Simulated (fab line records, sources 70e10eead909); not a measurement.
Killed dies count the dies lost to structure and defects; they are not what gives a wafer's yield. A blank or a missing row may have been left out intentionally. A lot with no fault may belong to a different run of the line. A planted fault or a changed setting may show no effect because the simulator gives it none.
Chamber matching ; flow nand-harc ; NHARC_P_M1_DEP_33 on pecvd-01 has 3 sister chambers
The step deposits SiCN, target thk 30 nm. 6 wafers are shown with their chamber, then 7 later ones without.

== WAFERS WITH THEIR CHAMBER ==
wafer;chamber;showerhead-vpp-V (V);heater-power-w (W)
L079.5;0;1297;545
L081.1;1;1333;513
L084.2;1;1321;533
L084.5;2;1312;443
L095.1;2;1296;475
L095.2;0;1306;564

== WAFERS MISSING THEIR CHAMBER ==
wafer;showerhead-vpp-V (V);heater-power-w (W)
L095.5;1341;620
L094.1;1330;577
L094.4;1299;461
L094.6;1303;550
L097.1;1309;560
L097.2;1320;558
L097.4;1294;515

== EACH ONE'S CHAMBER ==
wafer;from the rows above;in truth
L095.5;can't be placed: 0 or 1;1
L094.1;can't be placed: 1 or 0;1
L094.4;2;2
L094.6;0;0
L097.1;0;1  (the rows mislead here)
L097.2;can't be placed: 0 or 1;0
L097.4;can't be placed: 0 or 2 or 1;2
Placed correctly: 2 of 7. Not placeable from these rows: 4 (in 4, the candidates include the true chamber). Placed wrongly: 1.
How it was worked out, from the rows above alone: a wafer's distance from a chamber is the root of the sum, over the readings, of the square of ((its reading less the chamber's mean) divided by the reading's scatter). If the next closest chamber is less than 2 further off than the closest, the wafer can't be placed; otherwise it belongs to the closest. A chamber's mean is the mean of its shown wafers. The scatter: take each reading less its chamber's mean, square it, sum over the shown wafers, divide by the number of wafers less the number of chambers, and take the root.
